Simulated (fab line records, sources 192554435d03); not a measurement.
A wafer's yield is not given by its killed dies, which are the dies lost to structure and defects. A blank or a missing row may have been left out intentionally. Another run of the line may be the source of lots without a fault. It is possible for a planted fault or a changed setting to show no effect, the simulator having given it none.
One fault seen from 2 desks ; flow n5 finfet ; numbers are kept per desk, each desk with only its own; the story behind them comes last

## AT THE TOOL OWNER'S DESK: litho track-03
The tool's own readings at N5_BEOL_M7_COAT_22 (resist thk 30 nm): means of the sampled wafers that have a number, for each lot that ran on this tool. The brackets show how far a lot's mean lies from the usual mean; more than 4 standard deviations puts the lot out of limits, marked OUT.
Columns: A = dispense pressure kPa at N5_BEOL_M7_COAT_22, usual 50.4 kPa; B = spin speed rpm at N5_BEOL_M7_COAT_22, usual 1500.1 rpm
lot;first seen here;A;B
L618;day 9 07:45;53.8;1499.6
L633;day 13 09:34;53.9;1500.6
L634;day 13 14:05;53.9;1576.3 (+63) OUT
L635;day 13 17:13;53.8;1580.1 (+67) OUT
This desk's finding: out of limits on L634, L635; first on L634, day 13 14:05 (spin speed rpm at N5_BEOL_M7_COAT_22). Within limits: L618, L633.

## THE DEFECT DESK
Per lot, the means of the sampled wafers with a number show what the inspections along the route counted. The brackets show how far a lot's mean lies from the usual mean; more than 4 standard deviations puts the lot out of limits, marked OUT.
Columns: A = raw defect count at N5_BEOL_M7_INSPECT_13, usual 383
lot;first seen here;A
L617;day 9 00:22;440
L618;day 9 06:43;364
L619;day 9 16:13;330
L620;day 10 07:50;405
L621;day 10 08:00;314
L623;day 10 14:29;407
L626;day 11 17:01;515
L633;day 13 04:55;422
L634;day 13 13:00;402
L635;day 13 16:01;399
L640;day 15 02:48;444
Result from this desk: across the 11 lots, nothing is out of limits.

## TAKEN TOGETHER
At day 13 14:05, on L634, L635, the tool owner's desk was in a position to raise an alarm.
Nothing the defect desk looked at was out of limits.
The defect desk has L634, L635 on record, within its limits.
All the named lots went through N5_BEOL_M7_COAT_22 on litho track-03.

## WHAT HAD BEEN PUT IN BY THE SIMULATOR
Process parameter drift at N5_BEOL_M7_COAT_22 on litho track-03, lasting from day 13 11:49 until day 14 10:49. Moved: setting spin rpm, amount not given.
Shown lots that were struck: L634, L635.
Hours from the fault's start to each desk's first reading out of limits: the tool owner's desk, 2.
